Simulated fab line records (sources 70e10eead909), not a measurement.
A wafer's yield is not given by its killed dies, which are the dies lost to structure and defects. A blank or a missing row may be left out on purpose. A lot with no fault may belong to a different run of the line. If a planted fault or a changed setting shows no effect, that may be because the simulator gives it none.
Which tool did it? | flow nandHarc | 35 wafers sampled from 13 lots at 1 step of a route of 1302

## WHAT THE GAUGES READ, wafer by wafer
NHARC_A_M0_THK_MEAS_24: measures by xrf.
lot  | measured     | on           | thkNm (nm)
L449 | day 22 23:28 | filmMetro-02 | 116.0 114.0 114.7
L452 | day 23 16:45 | filmMetro-02 | 113.1 111.0 112.2
L451 | day 24 01:46 | filmMetro-01 | 114.9 114.9 115.4
L456 | day 25 08:46 | filmMetro-01 | 112.1 113.5 112.0
L453 | day 25 11:29 | filmMetro-01 | 115.1 115.2 112.5
L460 | day 26 17:55 | filmMetro-01 | 115.5 112.9 115.4
L464 | day 29 00:02 | filmMetro-01 | 115.5 114.9 114.9
L462 | day 29 04:11 | filmMetro-02 | 113.3 115.6 114.6
L465 | day 29 05:19 | filmMetro-01 | 113.8 115.5
L466 | day 30 02:00 | filmMetro-01 | 112.6 116.2
L467 | day 30 17:43 | filmMetro-01 | 114.2
L469 | day 31 07:10 | filmMetro-01 | 114.0 111.9 113.1
L470 | day 31 08:23 | filmMetro-01 | 112.7 116.6 112.1

## WHICH TOOL RAN EACH LOT (tool, then ch and the chambers of the sampled wafers, then the start)
No process step before these readings appears in the record.

## WHAT THE TOOLS THEMSELVES READ (means of the sampled wafers that have a number; where no wafer has one, the mark that the record gives instead)
The record holds no such reading with a usual standard deviation.

## THE ANSWER, worked out from the rows above alone
Rule: usual is defined by the lots themselves. The widest of any qualifying gaps counts: lots, ordered by their means at a reading, are off when they make up no more than a third of the lots, leave a main group of 4 or more, and stand apart from it by 3 or more times the standard deviation of that group's means. A main group whose means are all the same, to the digits that the tables above print for the reading, isn't used. Also off: a lot with no number at a reading for which 4 or more lots have one. Where the step has rows for the other lots, those lots are counted as sound. The gauges are gone through in route order, then the tools' own readings, and for those a lot's mean is taken as printed above. At the first step where some lot is off, the reading lying furthest off is the one used; lots without a number count as furthest.
None of the lots is off at any reading shown; this tells nothing.

## WHAT WAS PUT IN BY THE SIMULATOR
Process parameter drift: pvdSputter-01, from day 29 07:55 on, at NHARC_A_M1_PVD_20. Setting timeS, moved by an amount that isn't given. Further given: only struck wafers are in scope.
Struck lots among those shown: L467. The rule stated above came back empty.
